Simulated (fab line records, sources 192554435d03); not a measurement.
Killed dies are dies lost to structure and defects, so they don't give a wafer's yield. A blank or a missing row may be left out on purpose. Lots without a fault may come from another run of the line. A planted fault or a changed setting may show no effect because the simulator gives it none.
fab line records | flow n5_finfet
record lots=24 wafers=72 last_day=17
route steps=1938 shown BEOL_M6@1227 BEOL_M7@1266
lots that met no fault: from a run of the same line without faults
start_h: hours from the record's first day to the start of the lot's first wafer shown | wait_h: hours since the lot's step before | " the same as in the row above | L1.1+2: a row that stands for several wafers | - no value, or no start given | * or withheld: withheld | < > ~ a bound
route shown NAME@n: a module of which the file shows steps, and the number in the route of the first | usual: mean/standard deviation of fault-free wafers | same: alike in all rows | chamber/n: place in a boat | sites: the reading at each site | _std_site: their standard deviation | _edge_site: outer sites' mean less inner sites' | radius_mm: how far each site lies from the wafer's centre | mask NAME#n: copy n | behind: the tool/chamber that last shaped the wafer | hold: why the lot was held/for how many hours/how that ended | device: the transistor (n, p or np) that didn't switch | end of line: the same wafers' tests at the end of the route | a step without rows: its recipe alone | killed: dies lost to structure and defects at the first sort, not the wafer's yield | map: a wafer's dies, x killed, . not, _ none there
set.NAME: the setting as run; set.NAME@STEP: as run at that earlier step | model.NAME: the simulator's own value behind a step, which no gauge read
steps of the route over a sample of lots; a table a step, a row a wafer
services: from which hour (start_h, from the record's first day; less than 0 if before it) a tool's chamber was out of use, for how many hours, and why
## steps
# step N5_BEOL_M6_CD_MEAS_28
# recipe target_cd_nm=40 landing_energy_ev=500 detector=se_inlens
# usual cd_nm=39.95/0.21
# columns lot.wafer tool chamber start_h wait_h cd_nm
L074.1 cd_sem-03 0 171.97 - 39.90
L074.4 " 0 " " 40.12
L074.6 " 0 " " 40.09
L075.1 cd_sem-01 0 187.41 - 39.94
L075.2 " 0 " " 39.86
L075.4 " 0 " " 39.94
L078.1 cd_sem-02 0 194.04 - 40.05
L078.3 " 0 " " 40.22
L078.5 " 0 " " 39.56
L077.2 cd_sem-01 0 200.35 - 39.36
L077.3 " 0 " " 40.00
L077.4 " 0 " " 39.79
L076.1 cd_sem-01 0 200.39 - 39.86
L076.3 " 0 " " 40.10
L076.5 " 0 " " 39.71
L079.1 cd_sem-02 0 202.79 - 39.74
L079.2 " 0 " " 39.85
L079.4 " 0 " " 39.91
L080.2 cd_sem-01 0 213.26 - 40.09
L080.4 " 0 " " 40.49
L080.5 " 0 " " 39.92
L081.1 cd_sem-02 0 222.74 - 39.95
L081.5 " 0 " " 39.82
L081.6 " 0 " " 39.55
L083.2 cd_sem-02 0 226.16 - 39.82
L083.4 " 0 " " 40.09
L083.6 " 0 " " 40.02
L082.1 cd_sem-02 0 229.66 - 39.76
L082.4 " 0 " " 39.76
L082.6 " 0 " " 39.84
L084.1 cd_sem-01 0 232.33 - 40.14
L084.2 " 0 " " 40.13
L084.3 " 0 " " 40.12
L085.2 cd_sem-02 0 253.43 - 39.64
L085.3 " 0 " " 39.70
L085.6 " 0 " " 40.28
L086.3 cd_sem-01 0 259.81 - 40.17
L086.4 " 0 " " 39.91
L086.6 " 0 " " 40.14
L087.1 cd_sem-02 0 259.98 - 39.95
L087.2 " 0 " " 39.88
L087.5 " 0 " " 40.30
L088.3 cd_sem-01 0 261.76 - 40.02
L088.4 " 0 " " 40.10
L088.6 " 0 " " 39.70
L089.1 cd_sem-01 0 264.12 - 39.83
L089.3 " 0 " " 40.05
L089.4 " 0 " " 40.11
L090.2 cd_sem-01 0 279.62 - 40.10
L090.5 " 0 " " 40.04
L090.6 " 0 " " 40.22
L092.1 cd_sem-02 0 286.37 - 39.97
L092.2 " 0 " " 40.16
L092.5 " 0 " " 39.86
L091.1 cd_sem-01 0 286.63 - 39.95
L091.4 " 0 " " 39.86
L091.5 " 0 " " 39.83
L093.1 cd_sem-02 0 294.96 - 39.99
L093.3 " 0 " " 39.51
L093.4 " 0 " " 39.77
L095.1 cd_sem-03 0 309.84 - 40.05
L095.2 " 0 " " 40.10
L095.3 " 0 " " 39.96
L094.2 cd_sem-01 0 314.39 - 39.98
L094.3 " 0 " " 39.85
L094.6 " 0 " " 40.11
L096.1 cd_sem-02 0 314.44 - 39.91
L096.4 " 0 " " 40.06
L096.5 " 0 " " 39.63
L097.2 cd_sem-02 0 331.54 - 39.73
L097.4 " 0 " " 39.87
L097.5 " 0 " " 40.24
# step N5_BEOL_M6_OVL_MEAS_29
# recipe points_per_wafer=522
# usual V5_OVL=0.0/0.66
# columns lot.wafer tool chamber start_h wait_h V5_OVL[nm]
L074.1 overlay-02 0 172.00 0.0 0.0
L074.4 " 0 " " -0.3
L074.6 " 0 " " -0.5
L075.1 overlay-02 0 187.44 0.0 0.4
L075.2 " 0 " " -0.1
L075.4 " 0 " " 0.8
L078.1 overlay-01 0 194.07 0.0 -0.5
L078.3 " 0 " " 0.4
L078.5 " 0 " " -0.9
L077.2 overlay-02 0 200.38 0.0 0.2
L077.3 " 0 " " -0.2
L077.4 " 0 " " -0.4
L076.1 overlay-01 0 200.42 0.0 0.0
L076.3 " 0 " " 0.4
L076.5 " 0 " " 0.8
L079.1 overlay-01 0 202.83 0.0 1.1
L079.2 " 0 " " 0.0
L079.4 " 0 " " -0.5
L080.2 overlay-01 0 213.29 0.0 -1.1
L080.4 " 0 " " -0.3
L080.5 " 0 " " -1.6
L081.1 overlay-01 0 222.77 0.0 0.4
L081.5 " 0 " " 1.2
L081.6 " 0 " " 0.1
L083.2 overlay-01 0 226.20 0.0 0.2
L083.4 " 0 " " -0.1
L083.6 " 0 " " 0.7
L082.1 overlay-01 0 229.69 0.0 -0.7
L082.4 " 0 " " -0.5
L082.6 " 0 " " -0.9
L084.1 overlay-01 0 232.36 0.0 -0.6
L084.2 " 0 " " 0.9
L084.3 " 0 " " -1.1
L085.2 overlay-01 0 253.47 0.0 1.5
L085.3 " 0 " " 0.3
L085.6 " 0 " " 1.5
L086.3 overlay-01 0 259.85 0.0 -0.8
L086.4 " 0 " " -0.9
L086.6 " 0 " " 0.0
L087.1 overlay-01 0 260.01 0.0 0.0
L087.2 " 0 " " 1.0
L087.5 " 0 " " -1.1
L088.3 overlay-01 0 261.80 0.0 -0.3
L088.4 " 0 " " 0.8
L088.6 " 0 " " 0.9
L089.1 overlay-01 0 264.15 0.0 -0.7
L089.3 " 0 " " -0.6
L089.4 " 0 " " -0.6
L090.2 overlay-02 0 279.66 0.0 1.4
L090.5 " 0 " " -0.7
L090.6 " 0 " " 0.3
L092.1 overlay-02 0 286.40 0.0 0.2
L092.2 " 0 " " -0.1
L092.5 " 0 " " 0.6
L091.1 overlay-02 0 286.66 0.0 0.5
L091.4 " 0 " " 0.9
L091.5 " 0 " " 1.5
L093.1 overlay-02 0 294.99 0.0 -0.7
L093.3 " 0 " " -0.2
L093.4 " 0 " " -0.4
L095.1 overlay-01 0 309.87 0.0 -0.7
L095.2 " 0 " " 1.3
L095.3 " 0 " " -0.6
L094.2 overlay-01 0 314.43 0.0 0.0
L094.3 " 0 " " 0.7
L094.6 " 0 " " 0.1
L096.1 overlay-02 0 314.47 0.0 0.5
L096.4 " 0 " " 0.4
L096.5 " 0 " " 0.1
L097.2 overlay-01 0 331.57 0.0 0.4
L097.4 " 0 " " 0.3
L097.5 " 0 " " 0.1
# step N5_BEOL_M6_TRENCH_ETCH_37
# recipe chemistry=C4F6/O2 target_depth_a=944.35 target=SiCOH_lowk time_s=31.5 ion_energy_ev=250 pressure_mtorr=30 source_w=345 bias_w=185 Ar_flow_sccm=300 C4F6_flow_sccm=10 O2_flow_sccm=10
# usual bias_w=185.0/0.53 drypump_motor_current_A=5.6/0.5 oes_product_au=0.81/0.078 rf_vpp_V=661/13 showerhead_plenum_p_Torr=2.84/0.099 throttle_valve_pct=20.97/0.25
# columns lot.wafer tool chamber start_h wait_h bias_w drypump_motor_current_A oes_product_au rf_hours_counter_h rf_vpp_V showerhead_plenum_p_Torr throttle_valve_pct
L074.1 rie_diel-06 3 - - 185.3 5.5 0.82 89 652 2.76 21.05
L074.4 " 0 " " 185.4 5.7 0.87 57 659 3.02 20.80
L074.6 " 2 " " 184.3 5.6 0.71 - 640 2.93 21.38
L075.1 rie_diel-01 0 - - 185.3 4.7 0.72 206 656 2.80 20.68
L075.2 " 2 " " 184.7 6.2 0.94 9 662 2.92 20.82
L075.4 " 3 " " 185.2 5.4 0.89 36 683 2.78 20.77
L078.1 rie_diel-06 0 - - 184.5 5.8 0.86 65 660 3.02 20.81
L078.3 " 3 " " 184.8 5.6 0.80 97 652 2.76 21.05
L078.5 " 1 " " 185.0 6.2 0.93 - 668 2.78 20.62
L077.2 rie_diel-01 2 - - 186.0 6.2 0.93 13 662 2.92 20.85
L077.3 " 1 " " 184.8 5.0 0.72 184 667 2.73 21.41
L077.4 " 3 " " 184.8 5.4 0.88 40 680 2.78 20.78
L076.1 rie_diel-01 0 - - 185.3 4.7 0.72 210 654 2.79 20.70
L076.3 " 1 " " 184.8 5.0 0.72 185 669 2.73 21.41
L076.5 " 3 " " 185.6 5.4 0.88 - 684 2.78 20.78
L079.1 rie_diel-02 0 - - 184.8 5.5 0.87 47 649 3.04 21.01
L079.2 " 1 " " 186.2 6.4 0.76 158 646 2.76 20.84
L079.4 " 2 " " 184.9 5.8 0.87 31 683 2.91 20.87
L080.2 rie_diel-06 0 - - 186.1 5.7 0.84 72 661 3.02 20.81
L080.4 " 2 " " 185.3 5.6 0.70 224 641 2.93 21.38
L080.5 " 1 " " 184.7 6.2 0.91 - 668 2.78 20.64
L081.1 rie_diel-01 0 - - 185.6 4.7 0.71 219 654 2.79 20.71
L081.5 " 3 " " 185.6 5.4 0.86 - 683 2.78 20.77
L081.6 " 0 " " 185.2 4.7 0.71 - 656 2.79 20.71
L083.2 rie_diel-01 0 - - 184.4 4.7 0.71 220 656 2.79 20.71
L083.4 " 2 " " 184.6 6.2 0.90 23 661 2.91 20.86
L083.6 " 2 " " 185.1 6.2 0.93 - 663 2.91 20.85
L082.1 rie_diel-06 1 - - 185.3 6.2 0.92 32 666 2.78 20.64
L082.4 " 2 " " 184.7 5.6 0.69 225 640 2.93 21.40
L082.6 " 3 " " 185.3 5.6 0.80 - 652 2.76 21.07
L084.1 rie_diel-02 3 - - 183.6 6.1 0.92 25 654 2.79 20.90
L084.2 " 1 " " 185.1 6.3 0.76 170 646 2.76 20.86
L084.3 " 2 " " 184.7 5.8 0.86 43 682 2.91 20.87
L085.2 rie_diel-01 2 - - 185.5 6.2 0.88 35 663 2.91 20.85
L085.3 " 1 " " 185.1 5.0 0.71 206 669 2.72 21.44
L085.6 " 0 " " 185.0 4.7 0.71 - 655 2.78 20.73
L086.3 rie_diel-06 2 - - 184.9 5.5 0.68 234 641 2.92 21.43
L086.4 " 3 " " 185.9 5.6 0.80 116 652 2.75 21.09
L086.6 " 2 " " 184.5 5.6 0.69 - 640 2.92 21.41
L087.1 rie_diel-02 3 - - 184.9 6.1 0.90 37 653 2.78 20.92
L087.2 " 2 " " 184.6 5.8 0.84 52 683 2.90 20.90
L087.5 " 2 " " 185.8 5.8 0.84 - 684 2.90 20.88
L088.3 rie_diel-02 3 - - 184.2 6.1 0.90 37 653 2.78 20.94
L088.4 " 0 " " 186.1 5.5 0.84 71 649 3.03 21.04
L088.6 " 1 " " 184.8 6.3 0.75 - 646 2.75 20.90
L089.1 rie_diel-02 0 - - 185.0 5.5 0.85 73 649 3.03 21.05
L089.3 " 2 " " 185.3 5.8 0.85 54 684 2.90 20.91
L089.4 " 3 " " 184.9 6.1 0.89 38 652 2.78 20.92
L090.2 rie_diel-06 2 - - 184.9 5.6 0.68 240 639 2.92 21.43
L090.5 " 3 " " 183.5 5.6 0.78 - 653 2.75 21.10
L090.6 " 0 " " 184.7 5.7 0.81 - 658 3.01 20.85
L092.1 rie_diel-01 0 - - 184.9 4.7 0.69 244 655 2.78 20.74
L092.2 " 3 " " 185.3 5.4 0.85 66 682 2.77 20.82
L092.5 " 1 " " 184.9 5.0 0.70 - 667 2.71 21.49
L091.1 rie_diel-01 3 - - 184.5 5.4 0.85 66 683 2.77 20.80
L091.4 " 0 " " 185.2 4.7 0.69 244 654 2.78 20.73
L091.5 " 2 " " 184.9 6.2 0.86 - 660 2.90 20.89
L093.1 rie_diel-02 2 - - 184.3 5.8 0.83 66 682 2.90 20.91
L093.3 " 3 " " 185.1 6.2 0.87 49 653 2.78 20.92
L093.4 " 0 " " 184.4 5.5 0.83 83 649 3.03 21.04
L095.1 rie_diel-06 0 - - 184.7 5.7 0.81 99 660 3.00 20.87
L095.2 " 3 " " 184.8 5.6 0.77 132 651 2.74 21.10
L095.3 " 1 " " 184.0 6.3 0.87 57 668 2.77 20.66
L094.2 rie_diel-01 2 - - 185.0 6.2 0.84 56 661 2.90 20.90
L094.3 " 3 " " 184.7 5.4 0.83 75 682 2.77 20.84
L094.6 " 1 " " 185.4 5.0 0.68 - 667 2.71 21.48
L096.1 rie_diel-01 1 - - 185.1 5.0 0.69 229 668 2.71 21.49
L096.4 " 3 " " 185.3 5.4 0.83 - 682 2.77 20.82
L096.5 " 2 " " 184.9 6.2 0.84 - 660 2.90 20.91
L097.2 rie_diel-02 0 - - 183.5 5.5 0.83 92 648 3.02 21.05
L097.4 " 1 " " 185.3 6.4 0.73 203 645 2.74 20.90
L097.5 " 2 " " 184.1 5.8 0.82 - 682 2.89 20.94
# step N5_BEOL_M6_SURFACE_TREAT_79
# recipe gas=Ar time_s=* ion_energy_ev=* ion_current_ma_cm2=0.5 pressure_mtorr=* ar_flow_sccm=30
# usual throttle_valve_pct=*
# columns lot.wafer tool chamber start_h wait_h throttle_valve_pct
L074.1 pvd_sputter-03 - 174.21 0.2 *
L074.4 " - " " *
L074.6 " - " " *
L075.1 pvd_sputter-02 - 188.96 0.2 *
L075.2 " - " " *
L075.4 " - " " *
L078.1 pvd_sputter-01 - 197.87 0.2 *
L078.3 " - " " *
L078.5 " - " " *
L077.2 pvd_sputter-01 - 202.14 0.3 *
L077.3 " - " " *
L077.4 " - " " *
L076.1 pvd_sputter-02 - 202.77 0.3 *
L076.3 " - " " *
L076.5 " - " " *
L079.1 pvd_sputter-01 - 204.68 0.2 *
L079.2 " - " " *
L079.4 " - " " *
L080.2 pvd_sputter-03 - 214.95 0.2 *
L080.4 " - " " *
L080.5 " - " " *
L081.1 pvd_sputter-03 - 226.91 0.2 *
L081.5 " - " " *
L081.6 " - " " *
L083.2 pvd_sputter-01 - 228.55 0.2 *
L083.4 " - " " *
L083.6 " - " " *
L082.1 pvd_sputter-01 - 233.06 0.2 *
L082.4 " - " " *
L082.6 " - " " *
L084.1 pvd_sputter-02 - 236.21 0.2 *
L084.2 " - " " *
L084.3 " - " " *
L085.2 pvd_sputter-03 - 256.07 0.2 *
L085.3 " - " " *
L085.6 " - " " *
L086.3 pvd_sputter-03 - 261.46 0.2 *
L086.4 " - " " *
L086.6 " - " " *
L087.1 pvd_sputter-01 - 261.84 0.4 *
L087.2 " - " " *
L087.5 " - " " *
L088.3 pvd_sputter-02 - 263.79 0.3 *
L088.4 " - " " *
L088.6 " - " " *
L089.1 pvd_sputter-01 - 265.69 0.2 *
L089.3 " - " " *
L089.4 " - " " *
L090.2 pvd_sputter-01 - 281.36 0.2 *
L090.5 " - " " *
L090.6 " - " " *
L092.1 pvd_sputter-01 - 288.10 0.2 *
L092.2 " - " " *
L092.5 " - " " *
L091.1 pvd_sputter-01 - 290.02 1.9 *
L091.4 " - " " *
L091.5 " - " " *
L093.1 pvd_sputter-01 - 296.83 0.2 *
L093.3 " - " " *
L093.4 " - " " *
L095.1 pvd_sputter-03 - 311.49 0.3 *
L095.2 " - " " *
L095.3 " - " " *
L094.2 pvd_sputter-03 - 315.84 0.2 *
L094.3 " - " " *
L094.6 " - " " *
L096.1 pvd_sputter-03 - 316.30 0.2 *
L096.4 " - " " *
L096.5 " - " " *
L097.2 pvd_sputter-02 - 333.17 0.3 *
L097.4 " - " " *
L097.5 " - " " *
# step N5_BEOL_M7_PECVD_70
# recipe material=SiO2 target_thk_a=200 temp_c=400 precursor=TEOS/O2 pressure_torr=5.5 rf_w=450 teos_flow_sccm=53.8 gas=O2 flow_sccm=3000 time_s=22.7
# usual heater_power_w=722/62 showerhead_plenum_p_Torr=8.764/0.023 throttle_valve_pct=23.0/1.6
# columns lot.wafer tool chamber start_h wait_h heater_power_w showerhead_plenum_p_Torr throttle_valve_pct
L074.1 pecvd-04 0 177.60 0.0 689 8.763 22.2
L074.4 " 2 " " 797 8.794 21.6
L074.6 " 0 " " 705 8.752 22.5
L075.1 pecvd-01 2 191.33 0.0 734 8.770 20.2
L075.2 " 1 " " 812 8.739 24.4
L075.4 " 2 " " 726 8.751 19.7
L078.1 pecvd-04 0 199.78 0.0 700 8.755 22.3
L078.3 " 2 " " 726 8.799 22.0
L078.5 " 2 " " 729 8.792 22.0
L077.2 pecvd-02 1 204.37 0.0 839 8.804 23.1
L077.3 " 2 " " 620 8.745 21.7
L077.4 " 0 " " 709 8.761 23.2
L076.1 pecvd-02 1 205.03 0.0 712 8.792 23.0
L076.3 " 2 " " 643 8.721 21.8
L076.5 " 2 " " 650 8.758 21.7
L079.1 pecvd-04 1 206.80 0.0 716 8.771 25.9
L079.2 " 0 " " 618 8.759 22.5
L079.4 " 1 " " 688 8.771 25.8
L080.2 pecvd-04 0 218.63 0.0 700 8.753 22.4
L080.4 " 0 " " 660 8.765 22.0
L080.5 " 1 " " 770 8.780 25.9
L081.1 pecvd-02 0 229.00 0.0 761 8.750 23.2
L081.5 " 2 " " 655 8.746 21.9
L081.6 " 0 " " 761 8.748 23.4
L083.2 pecvd-01 0 231.04 0.0 718 8.764 22.4
L083.4 " 1 " " 707 8.746 24.6
L083.6 " 1 " " 726 8.738 24.4
L082.1 pecvd-02 0 235.32 0.0 679 8.759 23.4
L082.4 " 1 " " 758 8.834 23.2
L082.6 " 2 " " 543 8.754 21.7
L084.1 pecvd-04 0 238.02 0.0 674 8.745 22.5
L084.2 " 1 " " 794 8.769 25.7
L084.3 " 1 " " 783 8.776 25.6
L085.2 pecvd-01 1 258.04 0.0 745 8.767 24.8
L085.3 " 0 " " 620 8.756 22.3
L085.6 " 2 " " 748 8.740 20.2
L086.3 pecvd-04 1 264.65 0.0 729 8.759 25.9
L086.4 " 2 " " 712 8.754 20.3
L086.6 " 1 " " 760 8.765 25.9
L087.1 pecvd-01 2 264.77 0.0 715 8.754 20.2
L087.2 " 0 " " 718 8.795 22.6
L087.5 " 0 " " 727 8.774 22.4
L088.3 pecvd-02 1 266.25 0.0 761 8.799 23.0
L088.4 " 2 " " 666 8.770 21.7
L088.6 " 0 " " 832 8.785 23.2
L089.1 pecvd-02 2 267.55 0.0 642 8.764 22.0
L089.3 " 0 " " 735 8.754 23.2
L089.4 " 1 " " 867 8.820 23.1
L090.2 pecvd-01 2 283.40 0.0 736 8.737 20.2
L090.5 " 2 " " 694 8.724 20.3
L090.6 " 1 " " 692 8.740 24.6
L092.1 pecvd-04 2 291.81 0.0 766 8.787 20.2
L092.2 " 0 " " 621 8.762 22.4
L092.5 " 2 " " 781 8.755 20.4
L091.1 pecvd-01 1 292.29 0.0 668 8.752 24.2
L091.4 " 1 " " 679 8.735 24.5
L091.5 " 1 " " 707 8.751 24.7
L093.1 pecvd-02 0 298.93 0.0 802 8.774 23.0
L093.3 " 1 " " 741 8.791 23.2
L093.4 " 2 " " 661 8.753 21.9
L095.1 pecvd-01 0 314.15 0.0 716 8.768 22.7
L095.2 " 2 " " 702 8.732 20.4
L095.3 " 1 " " 735 8.732 24.5
L094.2 pecvd-02 0 317.68 0.0 713 8.752 23.1
L094.3 " 1 " " 870 8.817 23.5
L094.6 " 0 " " 698 8.770 23.2
L096.1 pecvd-01 0 319.57 0.0 707 8.755 22.6
L096.4 " 1 " " 693 8.737 24.7
L096.5 " 0 " " 708 8.767 22.5
L097.2 pecvd-04 1 335.28 0.0 794 8.790 25.9
L097.4 " 1 " " 804 8.783 25.8
L097.5 " 2 " " 835 8.781 20.5
# step N5_BEOL_M7_ETCH_72
# recipe chemistry=N2/H2 target=underlayer target_depth_a=65 mask_material=CAR-EUV time_s=5.2 ion_energy_ev=200 pressure_mtorr=30 source_w=840 bias_w=150 n2_flow_sccm=200 h2_flow_sccm=200 ends=cleared
# usual bias_w=150.0/0.44 drypump_motor_current_A=5.85/0.25 etch_rf_on_time_s=5.20/0.084 n2_flow_sccm=200.0/0.58 oes_product_au=0.67/0.073 rf_vpp_V=524/3.3 showerhead_plenum_p_Torr=2.54/0.1 throttle_valve_pct=17.92/0.27
# columns lot.wafer tool chamber start_h wait_h bias_w drypump_motor_current_A etch_rf_on_time_s n2_flow_sccm oes_product_au rf_hours_counter_h rf_vpp_V showerhead_plenum_p_Torr throttle_valve_pct
L074.1 rie_diel-04 0 182.44 0.0 150.3 5.54 5.24 199.5 0.62 188 518 2.41 17.93
L074.4 " 3 " " 149.7 6.21 5.22 200.0 0.63 - 526 2.54 18.16
L074.6 " 1 " " 150.2 5.98 5.26 200.7 0.71 - 522 2.48 17.68
L075.1 rie_diel-05 3 194.07 0.0 150.1 6.02 5.26 199.5 0.64 155 521 2.43 17.92
L075.2 " 0 " " 151.1 5.83 5.17 199.5 0.59 231 523 2.51 18.28
L075.4 " 2 " " 149.9 5.81 5.09 199.8 0.74 59 528 2.70 18.02
L078.1 rie_diel-03 3 202.62 0.0 150.3 5.78 5.01 199.4 0.85 2 528 2.71 17.51
L078.3 " 2 " " 149.7 5.71 5.24 200.2 0.65 161 527 2.63 17.92
L078.5 " 1 " " 149.5 5.60 5.19 199.4 0.62 - 521 2.44 18.15
L077.2 rie_diel-04 2 207.46 0.0 149.7 5.62 5.33 199.5 0.78 6 528 2.71 17.47
L077.3 " 3 " " 150.6 6.21 5.21 200.7 0.63 183 522 2.54 18.18
L077.4 " 1 " " 149.5 6.02 5.22 200.7 0.72 87 520 2.48 17.72
L076.1 rie_diel-03 3 209.21 0.0 149.6 5.78 5.01 200.1 0.84 4 531 2.71 17.48
L076.3 " 0 " " 149.8 6.25 5.16 199.6 0.62 188 524 2.52 18.19
L076.5 " 0 " " 150.1 6.29 5.16 200.1 0.61 - 523 2.52 18.14
L079.1 rie_diel-04 1 210.22 0.0 150.2 6.03 5.26 200.2 0.70 88 524 2.48 17.67
L079.2 " 0 " " 150.0 5.51 5.17 200.1 0.62 196 519 2.41 17.95
L079.4 " 3 " " 150.4 6.22 5.24 200.9 0.63 184 523 2.54 18.19
L080.2 rie_diel-05 3 220.62 0.0 150.5 6.01 5.24 201.0 0.63 164 520 2.43 17.93
L080.4 " 0 " " 149.8 5.82 5.23 200.3 0.58 - 521 2.50 18.27
L080.5 " 2 " " 150.1 5.83 5.06 198.9 0.72 - 527 2.70 18.02
L081.1 rie_diel-04 2 231.39 0.0 150.7 5.60 5.37 201.0 0.76 11 529 2.70 17.47
L081.5 " 2 " " 149.2 5.63 5.37 200.5 0.76 - 529 2.70 17.45
L081.6 " 3 " " 149.7 6.21 5.29 199.9 0.62 - 523 2.54 18.18
L083.2 rie_diel-04 0 232.51 0.0 150.9 5.54 5.16 198.7 0.62 202 519 2.41 17.94
L083.4 " 2 " " 150.4 5.63 5.32 199.0 0.76 12 528 2.71 17.48
L083.6 " 0 " " 151.2 5.55 5.17 199.5 0.62 - 520 2.41 17.96
L082.1 rie_diel-04 3 240.01 0.0 150.9 6.22 5.24 200.7 0.62 192 525 2.54 18.19
L082.4 " 0 " " 149.5 5.58 5.10 200.0 0.61 204 519 2.41 17.95
L082.6 " 0 " " 149.7 5.58 5.12 200.5 0.62 - 520 2.41 17.95
L084.1 rie_diel-04 2 241.72 0.0 150.5 5.62 5.30 200.6 0.76 15 528 2.70 17.47
L084.2 " 3 " " 150.0 6.23 5.21 200.5 0.62 193 521 2.54 18.22
L084.3 " 1 " " 149.4 6.02 5.23 201.2 0.71 95 521 2.47 17.70
L085.2 rie_diel-03 3 261.81 0.0 150.0 5.77 5.04 200.6 0.80 21 529 2.70 17.54
L085.3 " 0 " " 149.7 6.27 5.20 200.6 0.61 205 523 2.52 18.19
L085.6 " 2 " " 150.3 5.74 5.18 198.9 0.63 - 526 2.62 17.97
L086.3 rie_diel-04 3 267.25 0.0 149.8 6.20 5.26 200.7 0.62 202 521 2.53 18.19
L086.4 " 1 " " 149.8 6.05 5.18 199.6 0.70 - 523 2.47 17.76
L086.6 " 2 " " 149.5 5.62 5.27 200.1 0.74 - 526 2.70 17.51
L087.1 rie_diel-05 3 267.34 0.0 150.1 6.03 5.21 199.1 0.61 181 521 2.42 17.96
L087.2 " 1 " " 149.5 5.68 5.19 200.2 0.81 12 524 2.50 17.61
L087.5 " 2 " " 150.8 5.81 5.07 200.6 0.71 - 529 2.69 18.06
L088.3 rie_diel-04 0 269.21 0.0 149.6 5.50 5.11 200.1 0.61 207 519 2.41 17.97
L088.4 " 3 " " 150.4 6.22 5.28 199.8 0.61 203 524 2.53 18.20
L088.6 " 3 " " 150.4 6.24 5.24 199.3 0.61 - 522 2.53 18.18
L089.1 rie_diel-04 1 270.11 0.0 149.1 6.01 5.24 200.2 0.70 106 522 2.47 17.74
L089.3 " 0 " " 150.0 5.56 5.13 201.3 0.63 207 520 2.41 17.96
L089.4 " 3 " " 150.5 6.22 5.25 199.5 0.62 204 523 2.53 18.22
L090.2 rie_diel-04 3 286.63 0.0 149.6 6.21 5.31 200.1 0.61 209 524 2.53 18.24
L090.5 " 2 " " 150.1 5.60 5.31 201.1 0.73 - 529 2.70 17.49
L090.6 " 3 " " 149.2 6.22 5.30 200.5 0.61 - 523 2.53 18.22
L091.1 rie_diel-03 0 302.50 0.0 150.9 6.26 5.13 200.0 0.60 220 521 2.51 18.23
L091.4 " 1 " " 150.7 5.63 5.18 200.6 0.62 213 520 2.43 18.20
L091.5 " 1 " " 149.7 5.61 5.21 200.4 0.61 - 520 2.43 18.21
L092.1 rie_diel-05 0 302.94 0.0 150.0 5.82 5.16 199.2 0.79 11 523 2.49 17.89
L092.2 " 2 " " 149.8 5.83 5.19 199.1 0.69 97 529 2.68 18.09
L092.5 " 1 " " 150.1 5.68 5.23 200.8 0.79 - 525 2.49 17.62
L093.1 rie_diel-03 0 309.45 0.0 149.9 6.27 5.13 199.6 0.59 221 521 2.51 18.22
L093.3 " 1 " " 150.3 5.60 5.21 200.0 0.61 215 520 2.43 18.23
L093.4 " 3 " " 150.4 5.78 5.11 199.8 0.77 37 529 2.69 17.58
L095.1 rie_diel-03 0 317.23 0.0 150.2 6.30 5.21 200.7 0.60 224 525 2.51 18.23
L095.2 " 2 " " 150.1 5.73 5.27 200.3 0.61 196 529 2.61 17.98
L095.3 " 1 " " 149.9 5.60 5.28 200.0 0.60 217 520 2.42 18.24
L094.2 rie_diel-03 2 319.60 0.0 150.3 5.75 5.19 198.6 0.62 197 524 2.61 17.98
L094.3 " 0 " " 150.1 6.27 5.21 200.9 0.59 224 523 2.51 18.25
L094.6 " 3 " " 150.5 5.80 5.05 199.6 0.77 - 528 2.69 17.57
L096.1 rie_diel-05 2 327.04 0.0 150.0 5.81 5.08 199.8 0.69 101 527 2.68 18.10
L096.4 " 0 " " 150.0 5.80 5.02 199.8 0.79 16 523 2.49 17.90
L096.5 " 1 " " 149.7 5.68 5.16 199.8 0.79 - 525 2.49 17.64
L097.2 rie_diel-03 3 338.96 0.0 150.0 5.80 5.02 200.5 0.76 46 530 2.69 17.58
L097.4 " 2 " " 150.4 5.72 5.18 200.3 0.62 203 524 2.61 18.01
L097.5 " 1 " " 150.4 5.57 5.23 200.6 0.61 - 520 2.42 18.26
## services
# columns tool chamber start_h hours kind
rie_diel-01 - 148.96 0.1 repair
pvd_sputter-02 - 153.89 1.6 repair
rie_diel-05 2 156.09 5.9 repair
rie_diel-02 1 158.46 5.5 repair
rie_diel-03 - 158.81 0.4 repair
rie_diel-06 - 215.62 15.6 pm
rie_diel-04 - 234.11 1.7 repair
rie_diel-02 2 235.45 2.4 repair
rie_diel-01 3 246.14 18.9 repair
rie_diel-04 0 248.92 19.3 repair
rie_diel-05 - 261.73 0.6 repair
rie_diel-05 - 266.08 0.8 repair
pecvd-01 0 275.08 15.7 repair
rie_diel-04 1 276.61 5.4 repair
rie_diel-04 - 281.45 0.4 repair
rie_diel-04 1 283.72 16.7 repair
pvd_sputter-02 - 288.44 40.3 repair
pecvd-01 0 291.87 11.2 repair
pecvd-04 - 295.33 1.2 repair
rie_diel-01 2 299.37 5.1 repair
rie_diel-01 - 311.59 0.2 repair
rie_diel-03 1 318.53 5.0 repair
rie_diel-04 0 325.47 51.5 repair
rie_diel-04 - 336.74 2.8 pm
## key
fault none
